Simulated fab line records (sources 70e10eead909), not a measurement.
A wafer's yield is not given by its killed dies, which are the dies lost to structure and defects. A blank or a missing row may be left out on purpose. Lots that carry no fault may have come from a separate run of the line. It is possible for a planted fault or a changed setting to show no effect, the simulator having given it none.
Comparing a struck lot with a sound one ; flow nand harc ; 24 steps out of a route of 1302
Sound: the wafers L250.1, L250.5, L250.6. Wafers L260.2, L260.4, L260.6 were the ones struck. The cause is named last.
Per side, at each step with rows, come the tool, then ch with its chambers, and then its first start. Under that, the readings that differ: sound wafers ; struck wafers ; difference of the means ; sigmas: that difference in standard deviations of wafers without a fault.
alike: words and numbers the same on both sides, and readings whose means are apart by under 2 such deviations; not compared: readings that were withheld, readings missing a value for some wafer, numbers with overlapping values and no deviation given by the record, and bounds like >300 which may hide the same value.
A row with sigmas, a row that says differs or no value, or rows on one side alone: a step with any of these is where the two part. Non-overlapping numbers with no deviation appear without sigmas and do not part them. Lack of a reading on every wafer of one side parts them only where that side has two or more wafers.

first, 12 steps without rows for these wafers: NHARC_P_STI_ETCH_26 (etches SiO2 in dHF, target depth 11 nm); NHARC_P_STI_PRECLEAN_27 (cleans in SC1); NHARC_P_STI_SRD_28; NHARC_P_STI_OXIDE_29 (material SiO2, target thk 10 nm, ox time 1362 s); NHARC_P_STI_HM_DEP_30 (deposits Si3N4, target thk 80 nm, time 873 s); NHARC_P_STI_DEHYDRATE_01 (time 120 s); NHARC_P_STI_HMDS_02 (time 30 s); NHARC_P_STI_COAT_41 (time 65 s); NHARC_P_STI_COAT_03 (resist thk 600 nm); NHARC_P_STI_SOFTBAKE_04 (time 70 s); NHARC_P_STI_EBR_05; NHARC_P_STI_EXPOSE_06 (exposes mask P STI, target cd 200 nm).
NHARC_P_STI_PEB_07: peb time 80 s.
  sound on litho track-05 ch 0, day 7 20:59; struck on litho track-02 ch 0, day 11 22:55
reading;sound;struck;difference;sigmas
heater power total W (W);190.7 190.7 190.7;184.0 185.2 184.3;-6.2;-8
plate temp C (C);127.92 128.22 127.97;125.65 125.59 125.66;-2.40;-17
then, 1 step without rows for these wafers: NHARC_P_STI_DEVELOP_08 (time 50 s).
NHARC_P_STI_CD_MEAS_09: the cd target is 200 nm.
  sound on cd sem-03 ch 0, day 7 21:04; struck on cd sem-02 ch 0
reading;sound;struck;difference;sigmas
cd nm (nm);202 199 202;186 184 189;-15;-4
  not compared: hold
NHARC_P_STI_OVL_MEAS_10:
  sound on overlay-01 at day 7 21:09; struck on overlay-01 at day 12 02:49
reading;sound;struck;difference;sigmas
hold;- - -;await dispo/3.6h/release await dispo/3.6h/release await dispo/3.6h/release;no value on the sound wafers;
  alike: overlay x nm, overlay y nm
NHARC_P_STI_INSPECT_11:
  sound on defect inspect-01 at day 7 21:11; struck on defect inspect-01 at day 12 02:52
  alike: raw defect count
then, 1 step without rows for these wafers: NHARC_P_STI_HARDBAKE_13 (time 65 s).
NHARC_P_STI_DESCUM_14: chemistry O2, time 3 s.
  sound on rie diel-05 ch 1,2, day 7 21:20; struck on rie diel-04 ch 0,2,3, day 12 02:59
reading;sound;struck;difference;sigmas
model.P_STI.cd nm (nm);201.5 198.6 202.2;186.2 183.6 188.6;-14.6;
  alike: drypump motor current A, oes product au, rf vpp V, showerhead plenum p Torr, throttle valve pct
  not compared: rf hours counter h
NHARC_P_STI_ETCH_42: etches the open film in N2/H2, target depth 80 nm, overetch 24 nm, time 61 s.
  sound on rie diel-05 ch 0,1,3, day 7 21:25; struck on rie diel-04 ch 1,3, day 12 03:05
reading;sound;struck;difference;sigmas
oes product au (a.u.);0.988 0.997 0.978;1.010 1.034 1.022;+0.034;+2
  alike: drypump motor current A, rf fwd power W, rf vpp V, showerhead plenum p Torr, throttle valve pct
  not compared: rf hours counter h
NHARC_P_STI_ETCH_31: etches the open film in CF4/CHF3, target depth 108.9 nm, time 54.5 s.
  sound on rie diel-05 ch 0,1,2; struck on rie diel-04 ch 0,1,2
  alike: drypump motor current A, oes product au, rf fwd power W, rf vpp V, showerhead plenum p Torr, throttle valve pct
  not compared: rf hours counter h
NHARC_P_STI_ETCH_15: etches the open film in HBr/Cl2, target depth 300 nm, time 100.1 s.
  sound on rie si-01 ch 1,2, day 7 21:36; struck on rie si-02 ch 1,2,3, day 12 03:16
reading;sound;struck;difference;sigmas
model.P_STI.cd nm (nm);201.7 198.1 201.8;185.1 183.8 188.3;-14.8;
  alike: drypump motor current A, hbr flow sccm, oes product au, rf fwd power W, throttle valve pct
  not compared: rf hours counter h
NHARC_P_STI_CD_MEAS_16:
  sound on cd sem-03 at day 7 21:46; struck on cd sem-03 at day 12 03:37
reading;sound;struck;difference;sigmas
cd nm (nm);202 198 202;185 184 188;-15;-4
  not compared: hold
NHARC_P_STI_OCD_MEAS_17:
  sound on ocd-02 at day 7 21:51; struck on ocd-02 at day 12 05:46
reading;sound;struck;difference;sigmas
trench foot cd nm (nm);160 157 160;144 142 149;-14;-4
  alike: trench depth nm
  not compared: hold

WHERE THEY PART
At NHARC_P_STI_PEB_07 first; at NHARC_P_STI_OCD_MEAS_17 last (within this record only).

WHY: whatever the simulator had introduced
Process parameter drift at NHARC_P_STI_PEB_07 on litho track-02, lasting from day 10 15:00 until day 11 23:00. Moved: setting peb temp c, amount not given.
